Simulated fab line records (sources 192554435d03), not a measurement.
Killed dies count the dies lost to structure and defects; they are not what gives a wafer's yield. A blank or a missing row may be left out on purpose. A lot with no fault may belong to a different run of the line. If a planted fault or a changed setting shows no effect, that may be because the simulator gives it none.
fab line records + flow n5_finfet
[record]
- lots = 5
- wafers = 15
- last_day = 17
route steps=1938 shown BEOL_M15@1797 PASSIVATION@1936
lots that met no fault: from a run of the same line without faults
start_h: hours from the record's opening day to when the first of the lot's shown wafers began + wait_h: how many hours have passed since the lot's step before this one + " unchanged from the row above + L1.1+2: a single row standing in for several wafers + - no value, or no start was given + * or withheld: withheld + < > ~ a bound
route shown NAME@n: names a module that has steps shown in the file, with the first one's number in the route + usual: mean/standard deviation taken from wafers without a fault + same: alike in all rows + chamber/n: place in a boat + sites: each site's reading + _std_site: how widely they spread, as a standard deviation + _edge_site: outer sites' mean less inner sites' + radius_mm: for every site, how far away it sits from the centre of the wafer + mask NAME#n: copy n + behind: tool/chamber where the wafer was last shaped + hold: why the lot went on hold/how many hours it stayed there/how the hold came to an end + device: the transistor (n, p or np) that didn't switch + end of line: tests of these same wafers at the route's end + step lacking rows: just its recipe + killed: count of dies lost to structure and defects at first sort (not the wafer's yield) + map: the dies of a wafer, with x for killed, . for not killed, _ for no die there
set.NAME: the setting the step ran with; set.NAME@STEP: the setting that earlier step ran with + model.NAME: the simulator's own value behind a step, which no gauge read
lots seen at some steps along the route; tables by step, rows by wafer
services: a tool's chamber out of use, with start hour (start_h, from the record's first day; less than 0 if before it), hours out, and reason
[[steps]]
[step N5_BEOL_M15_COAT_22]
[recipe]
- spin_rpm = 1704
- resist_thk_nm = 800
[step N5_BEOL_M15_EBR_24]
[recipe]
- solvent = PGMEA
- ebr_width_mm = 1.5
[step N5_BEOL_M15_SOFTBAKE_23]
[recipe]
- temp_c = 130
- time_s = 60
[step N5_BEOL_M15_EXPOSE_25]
[recipe]
- mask_id = M15
- na = 0.8
- source_shape = annular
- sigma_inner = 0.5
- sigma_outer = 0.8
- polarization = unpolarized
- target_cd_nm = 400
- dose_mj = 35.5
[step N5_BEOL_M15_PEB_26]
[recipe]
- peb_temp_c = 130
- peb_time_s = 90
[step N5_BEOL_M15_DEVELOP_27]
[recipe]
- develop_time_s = 45
- rinse_liquid = diw
- dry = air_spin
- dev_temp_c = 21
[step N5_BEOL_M15_HARDBAKE_32]
[recipe]
- temp_c = 130
- time_s = 120
[step N5_BEOL_M15_DESCUM_33]
[recipe]
- chemistry = O2
- time_s = 7.9
- source_power_w = 50
- bias_power_w = 20
- pressure_mtorr = 20
- rf_frequency_hz = 2.712e+07
- temp_c = 40
- o2_flow_sccm = 225
[step N5_BEOL_M15_ETCH_61]
[recipe]
- chemistry = N2/H2
- target = BARC
- target_depth_a = 890
- overetch_a = 267
- time_s = 67.9
- ion_energy_ev = 200
- pressure_mtorr = 30
- source_w = 840
- bias_w = 150
- n2_flow_sccm = 200
- h2_flow_sccm = 200
[step N5_BEOL_M15_TRENCH_ETCH_34]
[recipe]
- chemistry = C4F8/O2/Ar
- target = SiO2
- target_depth_a = 8729.3
- he_inner_torr = 15
- he_outer_torr = 30
- time_s = 199
- ion_energy_ev = 800
- pressure_mtorr = 20
- source_w = 1905
- bias_w = 2040
- Ar_flow_sccm = 400
- C4F8_flow_sccm = 16
- O2_flow_sccm = 12
[usual]
- C4F8_flow_sccm = 16.00/0.045
- chamber_pressure_mTorr = 20.003/0.02
- drypump_motor_current_A = 5.8/0.54
- oes_o_777_au = 0.79/0.066
- oes_product_au = 0.79/0.07
- rf_vpp_V = 2226/18
- showerhead_plenum_p_Torr = 3.41/0.1
- throttle_valve_pct = 30.77/0.25
- time_s = 199/0
| lot.wafer | tool        | chamber | start_h | wait_h | C4F8_flow_sccm | chamber_pressure_mTorr | drypump_motor_current_A | oes_o_777_au | oes_product_au | rf_hours_counter_h | rf_vpp_V | showerhead_plenum_p_Torr | throttle_valve_pct | time_s | model.etch.depth_nm | model.coat_of_BEOL_M15_COAT_22.thk_nm |
|-----------|-------------|---------|---------|--------|----------------|------------------------|-------------------------|--------------|----------------|--------------------|----------|--------------------------|--------------------|--------|---------------------|---------------------------------------|
| L397.2    | rie_diel-06 | 3       | 319.66  | 0.0    | 16.00          | 20.023                 | 5.9                     | 0.76         | 0.75           | 148                | 2216     | 3.31                     | 31.10              | 199    | 853.9               | 544.6                                 |
| L397.3    | "           | 1       | "       | "      | 15.99          | 20.011                 | 5.2                     | 0.77         | 0.77           | 135                | 2234     | 3.31                     | 30.81              | 199    | 856.7               | 541.4                                 |
| L397.5    | "           | 3       | "       | "      | 15.96          | 19.995                 | 5.8                     | 0.76         | 0.75           | -                  | 2216     | 3.31                     | 31.11              | 199    | 846.4               | 547.8                                 |
| L401.2    | rie_diel-02 | 2       | 343.31  | 0.0    | 15.98          | 20.004                 | 6.1                     | 0.76         | 0.77           | 119                | 2268     | 3.46                     | 31.05              | 199    | 876.3               | 542                                   |
| L401.3    | "           | 3       | "       | "      | 15.90          | 20.018                 | 4.7                     | 0.76         | 0.77           | 113                | 2231     | 3.31                     | 30.50              | 199    | 873.2               | 541.6                                 |
| L401.4    | "           | 0       | "       | "      | 15.99          | 20.009                 | 5.8                     | 0.77         | 0.76           | 141                | 2237     | 3.46                     | 30.57              | 199    | 861.2               | 547.8                                 |
| L406.1    | rie_diel-02 | 3       | 365.09  | 0.0    | 16.01          | 20.002                 | 4.7                     | 0.76         | 0.77           | 120                | 2229     | 3.30                     | 30.52              | 139.3  | 618.9               | 596.6                                 |
| L406.2    | "           | 2       | "       | "      | 15.95          | 19.998                 | 6.1                     | 0.74         | 0.76           | 126                | 2266     | 3.46                     | 31.06              | 139.3  | 618.3               | 599                                   |
| L406.3    | "           | 1       | "       | "      | 16.00          | 19.977                 | 6.4                     | 0.81         | 0.80           | 88                 | 2230     | 3.62                     | 31.02              | 139.3  | 610.2               | 597.2                                 |
| L407.2    | rie_diel-02 | 2       | 379.89  | 0.0    | 16.07          | 19.992                 | 6.1                     | 0.75         | 0.76           | 130                | 2267     | 3.46                     | 31.10              | 139.3  | 622.3               | 598.6                                 |
| L407.3    | "           | 3       | "       | "      | 16.05          | 20.017                 | 4.7                     | 0.75         | 0.77           | 124                | 2229     | 3.30                     | 30.53              | 139.3  | 623.2               | 597.4                                 |
| L407.5    | "           | 1       | "       | "      | 16.01          | 19.988                 | 6.4                     | 0.81         | 0.80           | -                  | 2231     | 3.62                     | 31.05              | 139.3  | 621.8               | 594.6                                 |
| L412.1    | rie_diel-06 | 1       | 396.46  | 0.0    | 15.92          | 20.014                 | 5.2                     | 0.75         | 0.75           | 161                | 2234     | 3.30                     | 30.84              | 139.3  | 606.8               | 594.8                                 |
| L412.5    | "           | 1       | "       | "      | 15.97          | 20.015                 | 5.2                     | 0.75         | 0.75           | -                  | 2235     | 3.30                     | 30.85              | 139.3  | 606.4               | 598.4                                 |
| L412.6    | "           | 0       | "       | "      | 15.97          | 20.000                 | 6.2                     | 0.91         | 0.92           | -                  | 2194     | 3.38                     | 30.46              | 139.3  | 623.2               | 591.4                                 |
[step N5_BEOL_M15_STRIP_36]
[recipe]
- chemistry = O2
- power_w = 600
- temp_c = 60
- pressure_mtorr = 30
- rf_frequency_hz = 6e+07
- bias_power_w = 0
- overash_fraction = 0.3
- o2_flow_sccm = 225
[step N5_BEOL_M15_STRIP_62]
[recipe]
- chemistry = O2
- power_w = 600
- temp_c = 60
- pressure_mtorr = 30
- rf_frequency_hz = 6e+07
- bias_power_w = 0
- overash_fraction = 0.3
- o2_flow_sccm = 225
[step N5_BEOL_M15_STRIP_37]
[recipe]
- chemistry = O2
- power_w = 600
- temp_c = 60
- pressure_mtorr = 30
- rf_frequency_hz = 6e+07
- bias_power_w = 0
- overash_fraction = 0.3
- o2_flow_sccm = 225
[step N5_BEOL_M15_ETCH_38]
[recipe]
- chemistry = CF4/N2
- target = SiCN
- target_depth_a = 1064
- taper_deg = 2
- time_s = 120.5
- ion_energy_ev = 150
- mask_material = SiO2
- pressure_mtorr = 40
- source_w = 430
- bias_w = 70
- Ar_flow_sccm = 100
- cf4_flow_sccm = 60
- n2_flow_sccm = 60
[step N5_BEOL_M15_PRECLEAN_39]
[recipe]
- chemistry = residue_remover
- time_s = 60
- temp_c = 40
[step N5_BEOL_M15_SRD_40]
[recipe]
- time_s = 30
- temp_c = 23
- rinse_liquid = diw
- dry = n2_spin
- spin_rpm = 1500
- dry_time_s = 30
[step N5_BEOL_M15_DEGAS_41]
[recipe]
- ambient = vacuum
- temp_c = 300
- time_s = 60
[step N5_BEOL_M15_PRE_CLEAN_42]
[recipe]
- gas = H2/He
- time_s = 30
- temp_c = 300
[step N5_BEOL_M15_SPUTTER_43]
[recipe]
- material = TaN
- target_thk_a = 150
- temp_c = 50
- bias_v = 168.6
- power_w = 15000
- chamber_pressure_pa = 0.12
- time_s = 24.19
[step N5_BEOL_M15_SPUTTER_44]
[recipe]
- material = Ta
- target_thk_a = 150
- temp_c = 50
- bias_v = 80
- power_w = 15000
- chamber_pressure_pa = 0.07
- time_s = 24.19
[step N5_BEOL_M15_SPUTTER_45]
[recipe]
- material = Cu
- target_thk_a = 1000
- temp_c = -20
- bias_v = 60
- power_w = 26000
- chamber_pressure_pa = 0.13
- time_s = 16.67
[step N5_BEOL_M15_ECD_47]
[recipe]
- material = Cu
- target_thk_a = 18600
[step N5_BEOL_M15_ANNEAL_48]
[recipe]
- temp_c = 225
- time_s = 90
- ambient = N2
[step N5_BEOL_M15_CMP_49]
[recipe]
- stop_on = SiO2
- t_overpolish_s = 4.9
- down_force_psi = 2
- platen_rpm = 80
- clearing_platen_down_force_psi = 2
- clearing_platen_rpm = 80
- post_cmp_clean = cu_alkaline
- target_thk_nm = 850
- clearing_platen_pad_velocity_m_s = 1.5917
- pad_velocity_m_s = 1.5917
[usual]
- head_pressure_psi = 2.000/0.0048
- motor_current_A = 7.8/0.81
| lot.wafer | tool   | chamber | start_h | wait_h | head_pressure_psi | motor_current_A | model.Cu_of_BEOL_M15_ECD_47.thk_nm |
|-----------|--------|---------|---------|--------|-------------------|-----------------|------------------------------------|
| L397.3    | cmp-02 | 3       | 324.06  | 0.2    | 2.004             | 8.2             | 835.2                              |
| L397.2    | "      | 2       | "       | "      | 2.005             | 7.5             | 831.2                              |
| L397.5    | "      | 3       | "       | "      | 1.999             | 9.1             | 824                                |
| L401.2    | cmp-02 | 1       | 347.23  | 0.2    | 2.004             | 9.3             | 853.2                              |
| L401.4    | "      | 3       | "       | "      | 2.004             | 8.7             | 837                                |
| L401.3    | "      | 0       | "       | "      | 2.006             | 7.7             | 851.6                              |
| L406.3    | cmp-02 | 2       | 367.99  | 0.2    | 1.986             | 7.5             | 586.4                              |
| L406.1    | "      | 3       | "       | "      | 2.006             | 8.6             | 595                                |
| L406.2    | "      | 0       | "       | "      | 2.003             | 7.6             | 593.6                              |
| L407.3    | cmp-02 | 3       | 383.98  | 0.3    | 1.995             | 9.3             | 599.4                              |
| L407.2    | "      | 1       | "       | "      | 1.999             | 9.9             | 597.4                              |
| L407.5    | "      | 3       | "       | "      | 2.000             | 8.6             | 597.4                              |
| L412.1    | cmp-02 | 0       | 398.50  | 0.3    | 2.005             | 7.6             | 581.4                              |
| L412.6    | "      | 3       | "       | "      | 1.990             | 8.4             | 598                                |
| L412.5    | "      | 0       | "       | "      | 2.002             | 7.4             | 582.6                              |
[step N5_BEOL_M15_THK_MEAS_50]
[recipe]
- thk_meas_gauge = xrf
- reads = Cu_of_BEOL_M15_ECD_47
[usual]
- M15_THK = 863/16
| lot.wafer | tool          | chamber | start_h | wait_h | M15_THK[nm] |
|-----------|---------------|---------|---------|--------|-------------|
| L397.2    | film_metro-01 | -       | 324.36  | -      | 842         |
| L397.3    | "             | -       | "       | "      | 843         |
| L397.5    | "             | -       | "       | "      | 831         |
| L401.2    | film_metro-01 | -       | 347.62  | -      | 866         |
| L401.3    | "             | -       | "       | "      | 864         |
| L401.4    | "             | -       | "       | "      | 851         |
| L406.1    | film_metro-01 | -       | 368.28  | -      | 610         |
| L406.2    | "             | -       | "       | "      | 614         |
| L406.3    | "             | -       | "       | "      | 604         |
| L407.2    | film_metro-02 | -       | 384.24  | -      | 609         |
| L407.3    | "             | -       | "       | "      | 615         |
| L407.5    | "             | -       | "       | "      | 610         |
| L412.1    | film_metro-02 | -       | 398.76  | -      | 594         |
| L412.5    | "             | -       | "       | "      | 596         |
| L412.6    | "             | -       | "       | "      | 612         |
[step N5_BEOL_M15_PRE_CLEAN_52]
[recipe]
- gas = NH3
- time_s = 15
- temp_c = withheld
- rf_power_w = 300
[step N5_BEOL_M15_DEP_53]
[recipe]
- material = SiCN
- target_thk_a = 500
- temp_c = withheld
- precursor = 3MS/NH3
- pressure_torr = 3
- rf_w = 675
- time_s = 17.8
[step N5_BEOL_M15_RS_MEAS_54]
[recipe]
- thk_meas_gauge = four-point-probe
- reads = Cu_of_BEOL_M15_ECD_47+Ta_of_BEOL_M15_SPUTTER_44+TaN_of_BEOL_M15_SPUTTER_43
[usual]
- M15_RS = 0.0216/0.00035
| lot.wafer | tool          | chamber | start_h | wait_h | M15_RS[ohm/sq] |
|-----------|---------------|---------|---------|--------|----------------|
| L397.2    | film_metro-01 | -       | 324.49  | 0.1    | 0.0220         |
| L397.3    | "             | -       | "       | "      | 0.0219         |
| L397.5    | "             | -       | "       | "      | 0.0223         |
| L401.2    | film_metro-01 | -       | 347.74  | 0.1    | 0.0214         |
| L401.3    | "             | -       | "       | "      | 0.0215         |
| L401.4    | "             | -       | "       | "      | 0.0218         |
| L406.1    | film_metro-01 | -       | 368.41  | 0.0    | 0.0310         |
| L406.2    | "             | -       | "       | "      | 0.0311         |
| L406.3    | "             | -       | "       | "      | 0.0315         |
| L407.2    | film_metro-02 | -       | 384.37  | 0.1    | 0.0308         |
| L407.3    | "             | -       | "       | "      | 0.0308         |
| L407.5    | "             | -       | "       | "      | 0.0308         |
| L412.1    | film_metro-02 | -       | 398.89  | 0.0    | 0.0317         |
| L412.5    | "             | -       | "       | "      | 0.0317         |
| L412.6    | "             | -       | "       | "      | 0.0307         |
[step N5_PASSIVATION_PROBE_49]
[usual]
- defect_limited_yield = 91.1/1.5
- killed_at_M0_to_M3 = 36/11
- killed_at_M4_up = 14/5.6
- killed_at_contacts = 11/5.6
- killed_at_front_end = 40/12
- killed_at_other = 4/3.2
- killed_dies = 105/17
- killed_open = 69/12
- killed_short = 34/8.4
- sort_bin_5_function = 5.2/0.95
- sort_bin_6_memory = 3.3/0.63
- sort_bin_8_speed = 0.00/0.007
- sort_n_pass = 1075/17
[same]
- gross_dies = 1180
- killed_at_back_side = 0
- sort_bin_4_leakage[%] = 0
| lot.wafer | tool      | chamber | start_h | wait_h | defect_limited_yield[%] | killed_at_M0_to_M3 | killed_at_M4_up | killed_at_contacts | killed_at_front_end | killed_at_other | killed_dies | killed_open | killed_short | sort_bin_5_function[%] | sort_bin_6_memory[%] | sort_bin_8_speed[%] | sort_n_pass |
|-----------|-----------|---------|---------|--------|-------------------------|--------------------|-----------------|--------------------|---------------------|-----------------|-------------|-------------|--------------|------------------------|----------------------|---------------------|-------------|
| L397.2    | prober-01 | -       | 339.16  | 0.1    | 92.1                    | 43                 | 11              | 5                  | 33                  | 1               | 93          | 70          | 20           | 4.4                    | 3.4                  | 0                   | 1087        |
| L397.3    | prober-01 | -       | 339.21  | 0.1    | 92.0                    | 20                 | 8               | 11                 | 50                  | 5               | 94          | 58          | 34           | 4.5                    | 3.2                  | 0                   | 1086        |
| L397.5    | prober-01 | -       | 339.31  | 0.2    | 92.9                    | 27                 | 8               | 7                  | 42                  | 0               | 84          | 54          | 28           | 3.8                    | 3.0                  | 0                   | 1096        |
| L401.2    | prober-02 | -       | 363.12  | 0.1    | 90.8                    | 34                 | 15              | 9                  | 36                  | 14              | 108         | 74          | 33           | 6.2                    | 2.7                  | 0                   | 1072        |
| L401.3    | prober-02 | -       | 363.17  | 0.1    | 89.8                    | 30                 | 13              | 8                  | 61                  | 8               | 120         | 74          | 46           | 6.0                    | 3.6                  | 0                   | 1060        |
| L401.4    | prober-02 | -       | 363.22  | 0.2    | 90.4                    | 42                 | 19              | 6                  | 39                  | 7               | 113         | 83          | 27           | 4.5                    | 4.7                  | 0                   | 1067        |
| L406.1    | prober-01 | -       | 382.54  | 0.0    | 91.4                    | 50                 | 16              | 10                 | 24                  | 1               | 101         | 66          | 33           | 5.4                    | 2.6                  | 0.08                | 1079        |
| L406.2    | prober-01 | -       | 382.59  | 0.1    | 89.7                    | 33                 | 25              | 10                 | 52                  | 1               | 121         | 71          | 46           | 6.4                    | 3.5                  | 0.17                | 1059        |
| L406.3    | prober-01 | -       | 382.64  | 0.1    | 91.5                    | 44                 | 16              | 14                 | 26                  | 0               | 100         | 67          | 32           | 4.7                    | 3.6                  | 0                   | 1080        |
| L407.2    | prober-02 | -       | 397.64  | 0.1    | 91.2                    | 36                 | 8               | 8                  | 36                  | 16              | 104         | 58          | 44           | 4.7                    | 3.6                  | 0.08                | 1076        |
| L407.3    | prober-02 | -       | 397.69  | 0.1    | 90.2                    | 33                 | 14              | 6                  | 61                  | 2               | 116         | 71          | 41           | 5.7                    | 3.6                  | 0.17                | 1064        |
| L407.5    | prober-02 | -       | 397.79  | 0.2    | 90.8                    | 22                 | 26              | 6                  | 53                  | 1               | 108         | 71          | 32           | 5.5                    | 2.9                  | 0.25                | 1072        |
| L412.1    | prober-02 | -       | 413.11  | 0.0    | 89.2                    | 53                 | 10              | 20                 | 36                  | 9               | 128         | 77          | 48           | 6.5                    | 3.4                  | 0.25                | 1052        |
| L412.5    | prober-02 | -       | 413.31  | 0.2    | 91.5                    | 27                 | 16              | 10                 | 47                  | 0               | 100         | 65          | 28           | 4.4                    | 3.3                  | 0.17                | 1080        |
| L412.6    | prober-02 | -       | 413.36  | 0.3    | 91.1                    | 39                 | 16              | 12                 | 37                  | 1               | 105         | 68          | 35           | 5.6                    | 2.9                  | 0.17                | 1075        |
// killed by level:class
L397.2 BEOL_M2:geometric_particle:open=20 FIN_SAQP:geometric_particle:open=10 BEOL_M3:geometric_particle:open=9 DUMMY_GATE:geometric_particle:open=4 GATE_CUT:geometric_particle:short=4 MOL_CONTACT_COAG:geometric_particle:open=4 BEOL_M0_SAQP:geometric_particle:open=4 BEOL_M8:geometric_particle:open=4
L397.3 FIN_SAQP:geometric_particle:short=14 STI_FIN_REVEAL:geometric_particle:open=14 MOL_CONTACT_COAG:geometric_particle:open=9 FIN_SAQP:geometric_particle:open=6 STI_FIN_REVEAL:geometric_particle:short=4 GATE_CUT:geometric_particle:open=4 BEOL_M2:geometric_particle:open=4 BEOL_M4:geometric_particle:open=4
L397.5 BEOL_M2:geometric_particle:open=8 FIN_SAQP:geometric_particle:open=7 MOL_CONTACT_COAG:geometric_particle:open=6 FIN_SAQP:geometric_particle:short=5 GATE_CUT:geometric_particle:open=5 DUMMY_GATE:geometric_particle:open=5 GATE_CUT:geometric_particle:short=5 BEOL_M1:geometric_particle:open=5
L401.2 BEOL_M1:geometric_particle:open=12 MOL_CONTACT_COAG:geometric_particle:open=9 FIN_SAQP:geometric_particle:open=8 STI_FIN_REVEAL:geometric_particle:open=7 MIM_TOP_ETCH:geometric_particle:short=7 BEOL_M0_SAQP:geometric_particle:open=5 BEOL_M1:geometric_particle:short=4 MIM_TOP_ETCH:geometric_particle:open=4
L401.3 FIN_SAQP:geometric_particle:open=16 STI_FIN_REVEAL:geometric_particle:open=12 FIN_SAQP:geometric_particle:short=10 MOL_CONTACT_COAG:geometric_particle:open=8 GATE_CUT:geometric_particle:short=6 BEOL_M0_SAQP:geometric_particle:open=6 BEOL_M4:geometric_particle:open=6 BEOL_M0_SAQP:geometric_particle:short=5
L401.4 FIN_SAQP:geometric_particle:open=13 BEOL_M4:geometric_particle:open=10 STI_FIN_REVEAL:geometric_particle:open=9 BEOL_M1:geometric_particle:open=9 BEOL_M0_SAQP:geometric_particle:open=8 BEOL_M2:geometric_particle:open=8 MOL_CONTACT_COAG:geometric_particle:open=5 BEOL_M0_SAQP:geometric_particle:short=5
L406.1 BEOL_M0_SAQP:geometric_particle:short=15 BEOL_M0_SAQP:geometric_particle:open=13 MOL_CONTACT_COAG:geometric_particle:open=8 STI_FIN_REVEAL:geometric_particle:open=7 BEOL_M2:geometric_particle:open=7 BEOL_M1:geometric_particle:open=6 BEOL_M4:geometric_particle:open=5 FIN_SAQP:geometric_particle:open=4
L406.2 STI_FIN_REVEAL:geometric_particle:open=14 FIN_SAQP:geometric_particle:open=10 BEOL_M4:geometric_particle:open=10 FIN_SAQP:geometric_particle:short=8 MOL_CONTACT_COAG:geometric_particle:open=8 BEOL_M3:geometric_particle:short=8 BEOL_M0_SAQP:geometric_particle:short=7 BEOL_M1:geometric_particle:open=7
L406.3 STI_FIN_REVEAL:geometric_particle:open=12 MOL_CONTACT_COAG:geometric_particle:open=12 BEOL_M0_SAQP:geometric_particle:short=11 BEOL_M0_SAQP:geometric_particle:open=11 BEOL_M1:geometric_particle:open=11 STI_FIN_REVEAL:geometric_particle:short=5 BEOL_M3:geometric_particle:open=5 BEOL_M4:geometric_particle:open=5
L407.2 BEOL_M0_SAQP:geometric_particle:short=16 FIN_SAQP:geometric_particle:open=10 MOL_CONTACT_COAG:geometric_particle:open=7 BEOL_M0_SAQP:geometric_particle:open=7 FIN_SAQP:geometric_particle:short=6 STI_FIN_REVEAL:geometric_particle:open=6 MIM_TOP_ETCH:geometric_particle:short=6 DUMMY_GATE:geometric_particle:open=5
L407.3 FIN_SAQP:geometric_particle:open=23 FIN_SAQP:geometric_particle:short=10 BEOL_M3:geometric_particle:open=6 MOL_CONTACT_COAG:geometric_particle:open=6 GATE_CUT:geometric_particle:short=5 DUMMY_GATE:geometric_particle:open=5 BEOL_M0:geometric_particle:open=5 BEOL_M0_SAQP:geometric_particle:open=4
L407.5 FIN_SAQP:geometric_particle:open=17 FIN_SAQP:geometric_particle:short=12 STI_FIN_REVEAL:geometric_particle:open=10 BEOL_M0_SAQP:geometric_particle:open=6 BEOL_M0_SAQP:geometric_particle:short=5 BEOL_M4:geometric_particle:open=5 BEOL_M5:geometric_particle:open=5 DUMMY_GATE:geometric_particle:open=4
L412.1 MOL_CONTACT_COAG:geometric_particle:open=13 BEOL_M0_SAQP:geometric_particle:short=12 BEOL_M2:geometric_particle:open=10 FIN_SAQP:geometric_particle:open=9 BEOL_M1:geometric_particle:open=8 DUMMY_GATE:geometric_particle:open=7 MOL_CONTACT_COAG:geometric_particle:short=7 BEOL_M3:geometric_particle:short=6
L412.5 FIN_SAQP:geometric_particle:open=13 MOL_CONTACT_COAG:geometric_particle:open=10 FIN_SAQP:geometric_particle:short=7 BEOL_M0_SAQP:geometric_particle:open=7 BEOL_M1:geometric_particle:open=6 BEOL_M2:geometric_particle:open=6 BEOL_M0_SAQP:geometric_particle:short=5 DUMMY_GATE:geometric_particle:open=4
L412.6 BEOL_M1:geometric_particle:open=15 FIN_SAQP:geometric_particle:open=10 MOL_CONTACT_COAG:geometric_particle:open=7 BEOL_M2:geometric_particle:open=7 DUMMY_GATE:geometric_particle:open=6 STI_FIN_REVEAL:geometric_particle:open=5 MOL_CONTACT_COAG:geometric_particle:short=5 BEOL_M5:geometric_particle:open=5
[[services]]
| tool        | chamber | start_h | hours | kind   |
|-------------|---------|---------|-------|--------|
| rie_diel-02 | -       | 306.21  | 0.9   | repair |
| rie_diel-06 | 0       | 313.92  | 13.7  | repair |
| cmp-02      | -       | 335.62  | 5.2   | pm     |
| rie_diel-06 | 0       | 386.48  | 5.5   | repair |
| cmp-02      | -       | 389.17  | 3.4   | pm     |
[[key]]
[first_sign]
- step = N5_BEOL_M15_TRENCH_ETCH_34
- reading = time_s
- direction = down
- sigmas = 99+
- usual = *
- struck = *
[effect]
- step = N5_BEOL_M15_THK_MEAS_50
- reading = M15_THK
- direction = down
- sigmas = 17
- usual = 863
- struck = 607
[effect]
- step = N5_BEOL_M15_RS_MEAS_54
- reading = M15_RS
- direction = up
- sigmas = 27
- usual = 0.0216
- struck = 0.0311
[effect]
- step = N5_PASSIVATION_PROBE_49
- reading = sort_bin_8_speed
- direction = up
- sigmas = 1.8
- usual = 0.00
- struck = 0.15
- wafers_moved = 6
[model_effect]
- step = N5_BEOL_M15_TRENCH_ETCH_34
- value = etch.depth_nm
- without = 881.1
- struck = 616.8
[model_effect]
- step = N5_BEOL_M15_CMP_49
- value = Cu_of_BEOL_M15_ECD_47.thk_nm
- without = 856.7
- struck = 592.4
met_at N5_BEOL_M15_TRENCH_ETCH_34
struck_wafers L406.1,L406.2,L406.3,L407.2,L407.3,L407.5,L412.1,L412.5,L412.6
onset_between 343.31 365.09
[fault]
- kind = recipe_version_skew
- tool = rie_diel-02,rie_diel-05,rie_diel-06
- chamber = -
- onset_h = 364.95
- steps = N5_BEOL_M15_TRENCH_ETCH_34
- wrong_recipe.time_s = *
